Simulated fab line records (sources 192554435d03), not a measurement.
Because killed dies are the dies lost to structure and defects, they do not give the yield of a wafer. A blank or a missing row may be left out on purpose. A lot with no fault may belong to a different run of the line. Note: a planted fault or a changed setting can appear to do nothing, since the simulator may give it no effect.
8D (eight disciplines) problem report, filled in by code + flow n5 finfet + the parts of the form that need people (team, actions taken, sign-off) are left out

## 1. THE ISSUE
Mean of trench depth nm at N5_BEOL_M9_OCD_MEAS_38: 217.0 nm across 2 wafers in 2 lots; on wafers with no fault it is 150.8 nm (standard deviation 2.7). Measured from the usual mean, that is +25 standard deviations.
First seen on wafer L742.6, day 12 09:32, on ocd-01. At this step, 21 wafers from 7 lots have a number in the record. Rule for "out", or "out of limits": more than 4 standard deviations from the usual mean. All remaining wafers that have a number are taken as sound.

## 2. WHAT IT IS AND WHAT IT IS NOT
| question                    | is                | is not                                                                                      |
|-----------------------------|-------------------|---------------------------------------------------------------------------------------------|
| which readings at this step | trench depth nm   | -                                                                                           |
| which lots                  | L742, L743        | L732, L745, L749, L750, L754                                                                |
| which wafers of those lots  | L742.6, L743.1    | L742.2, L742.4, L743.2, L743.4                                                              |
| read on which gauges        | ocd-01, ocd-02    | -                                                                                           |
| when                        | from day 12 09:32 | up to then (5 sound wafers); but 14 sound wafers of L743, L745, L749, L750, L754 came after |

## 3. WHAT RULES OUT EACH SUSPECT
Counting: if a tool at a process step up to the reading ran every lot that is out, it stays a suspect. Sound lots after the first of them don't rule it out here, since some wafers of a struck lot are sound.
- the gauge at N5_BEOL_M9_OCD_MEAS_38 is ruled out. 2 gauges (ocd-01, ocd-02) read the wafers that are out.
- rie diel-03 at N5_BEOL_M9_ETCH_65 (etches SiARC in CF4, target depth 15.6 nm, time 26 s): kept. Ran every lot that is out, first one L742 (day 12 09:08); last sound lot up to then L732 (day 10 12:17).
- rie diel-03 at N5_BEOL_M9_TRENCH_ETCH_37 (etches SiCOH lowk in C4F6/O2, target depth 151.43 nm, time 49 s): kept. Ran every lot that is out, first one L742 (day 12 09:22); last sound lot up to then L732 (day 10 12:31).
- At N5_BEOL_M9_ETCH_65, inside rie diel-03: chamber 2 took the wafers that are out, while their sound lot-mates went through chambers 0, 3.
- At N5_BEOL_M9_TRENCH_ETCH_37, inside rie diel-03: chamber 2 took the wafers that are out, while their sound lot-mates went through chambers 0, 3.
What counting leaves: rie diel-03 at N5_BEOL_M9_ETCH_65 and rie diel-03 at N5_BEOL_M9_TRENCH_ETCH_37.

## 4. THE CAUSE (what the simulator had put in)
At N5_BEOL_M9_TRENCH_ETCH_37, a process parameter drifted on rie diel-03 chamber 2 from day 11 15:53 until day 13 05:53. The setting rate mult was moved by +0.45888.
Of the 2 suspects that counting leaves, this tool is one.

## 5. THE CHAIN OF EFFECTS, in route order
Rows list readings where the struck wafers' mean (over those with a number) sits beyond 3 standard deviations from the usual. Readings are gone through only where the record gives a usual standard deviation; hours: the median, over the lots, of the time from a lot's start at the first step in this table giving one to that lot's start at this step; sigmas: the change measured in usual standard deviations.
| hours | step                    | reading          | usual        | on struck wafers | change | sigmas |
|-------|-------------------------|------------------|--------------|------------------|--------|--------|
| 0     | N5_BEOL_M9_OCD_MEAS_38  | trench depth nm  | 150.8 nm     | 217.0            | +66.2  | +25    |
| 3     | N5_BEOL_M9_THK_MEAS_53  | M9_THK           | 138.0 nm     | 202.1            | +64.1  | +21    |
| 3     | N5_BEOL_M9_RS_MEAS_57   | M9_RS            | 0.151 ohm/sq | 0.100            | -0.051 | -16    |
| 44    | N5_BEOL_M15_RC_MEAS_101 | SERP_M9          | 3.07 ohm/um  | 2.00             | -1.06  | -13    |
| 44    | N5_BEOL_M15_RC_MEAS_101 | SERP_M9_max_site | 3.16 ohm/um  | 2.04             | -1.12  | -12    |

## 6. WHAT WOULD HAVE CAUGHT IT SOONER
Counted from the fault's start at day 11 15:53, it took 18 hours until the first out-of-limits reading at a measuring or inspecting step in this record, taken at day 12 09:32.
Of the tool readings at N5_BEOL_M9_TRENCH_ETCH_37 for which the record gives a usual standard deviation, none was out on any struck wafer, so an alarm limit of 4 standard deviations on them would not have fired.
Of the lots that are out (2), L743 began N5_BEOL_M9_TRENCH_ETCH_37 on rie diel-03 after day 12 09:32. Putting the tool on hold at that point would have spared it.
